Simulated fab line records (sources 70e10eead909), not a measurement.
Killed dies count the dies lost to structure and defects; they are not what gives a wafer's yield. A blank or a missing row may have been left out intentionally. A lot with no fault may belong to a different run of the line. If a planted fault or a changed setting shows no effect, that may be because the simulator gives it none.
Matching of chambers :: flow nand_harc :: NHARC_A_DECK1_JOINT_DEP_16 on pecvd-02 has 3 sister chambers
The step deposits SiO2, target thk 45 nm. 16 wafers are shown with their chamber, then 8 later ones without.

== WAFERS, EACH WITH ITS CHAMBER ==
wafer: L768.1
chamber: 1
throttle_valve_pct (%): 14.5
heater_power_w (W): 570

wafer: L768.2
chamber: 2
throttle_valve_pct (%): 14.9
heater_power_w (W): 527

wafer: L768.3
chamber: 0
throttle_valve_pct (%): 15.9
heater_power_w (W): 494

wafer: L770.1
chamber: 2
throttle_valve_pct (%): 15.0
heater_power_w (W): 505

wafer: L770.4
chamber: 0
throttle_valve_pct (%): 15.7
heater_power_w (W): 599

wafer: L770.5
chamber: 2
throttle_valve_pct (%): 15.0
heater_power_w (W): 490

wafer: L779.1
chamber: 2
throttle_valve_pct (%): 15.3
heater_power_w (W): 455

wafer: L779.4
chamber: 2
throttle_valve_pct (%): 15.1
heater_power_w (W): 469

wafer: L779.5
chamber: 0
throttle_valve_pct (%): 15.9
heater_power_w (W): 504

wafer: L780.1
chamber: 0
throttle_valve_pct (%): 16.1
heater_power_w (W): 566

wafer: L780.2
chamber: 1
throttle_valve_pct (%): 14.5
heater_power_w (W): 483

wafer: L780.5
chamber: 0
throttle_valve_pct (%): 16.0
heater_power_w (W): 554

wafer: L784.1
chamber: 2
throttle_valve_pct (%): 15.0
heater_power_w (W): 513

wafer: L784.3
chamber: 0
throttle_valve_pct (%): 16.6
heater_power_w (W): 467

wafer: L784.6
chamber: 0
throttle_valve_pct (%): 16.6
heater_power_w (W): 485

wafer: L787.1
chamber: 0
throttle_valve_pct (%): 16.5
heater_power_w (W): 483

SIGNATURES (means of the wafers above)
reading: throttle_valve_pct
chamber 0: 16.163
chamber 1: 14.500
chamber 2: 15.050
scatter within a chamber: 0.274

reading: heater_power_w
chamber 0: 519.00
chamber 1: 526.50
chamber 2: 493.17
scatter within a chamber: 42.4
Rule: for each reading, subtract the chamber's mean from the wafer's reading, divide by that reading's scatter and square the result; add these up over the readings and take the root, which gives the wafer's distance from the chamber. If the next closest chamber is less than 2 further off than the closest, the wafer can't be placed; otherwise it belongs to the closest. The scatter: the root of (the sum of the squares of (reading less its chamber's mean) over the shown wafers, divided by (wafers less chambers)).

== WAFERS WITH NO CHAMBER GIVEN ==
wafer: L787.3
throttle_valve_pct (%): 14.9
heater_power_w (W): 513

wafer: L787.4
throttle_valve_pct (%): 16.7
heater_power_w (W): 479

wafer: L789.1
throttle_valve_pct (%): 15.1
heater_power_w (W): 511

wafer: L789.2
throttle_valve_pct (%): 16.5
heater_power_w (W): 503

wafer: L789.5
throttle_valve_pct (%): 14.8
heater_power_w (W): 529

wafer: L788.1
throttle_valve_pct (%): 15.2
heater_power_w (W): 494

wafer: L788.3
throttle_valve_pct (%): 15.0
heater_power_w (W): 457

wafer: L788.6
throttle_valve_pct (%): 14.7
heater_power_w (W): 463

== CHAMBER TAKEN BY EACH ==
wafer: L787.3
from the rows above: can't be placed: 2 or 1
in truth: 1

wafer: L787.4
from the rows above: 0
in truth: 0

wafer: L789.1
from the rows above: can't be placed: 2 or 1
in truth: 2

wafer: L789.2
from the rows above: 0
in truth: 0

wafer: L789.5
from the rows above: can't be placed: 1 or 2
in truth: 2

wafer: L788.1
from the rows above: 2
in truth: 2

wafer: L788.3
from the rows above: can't be placed: 2 or 1
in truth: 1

wafer: L788.6
from the rows above: can't be placed: 2 or 1
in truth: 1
3 of 8 placed correctly. Not placeable from these rows: 5 (in 5, the candidates include the true chamber). Number placed wrongly: 0.
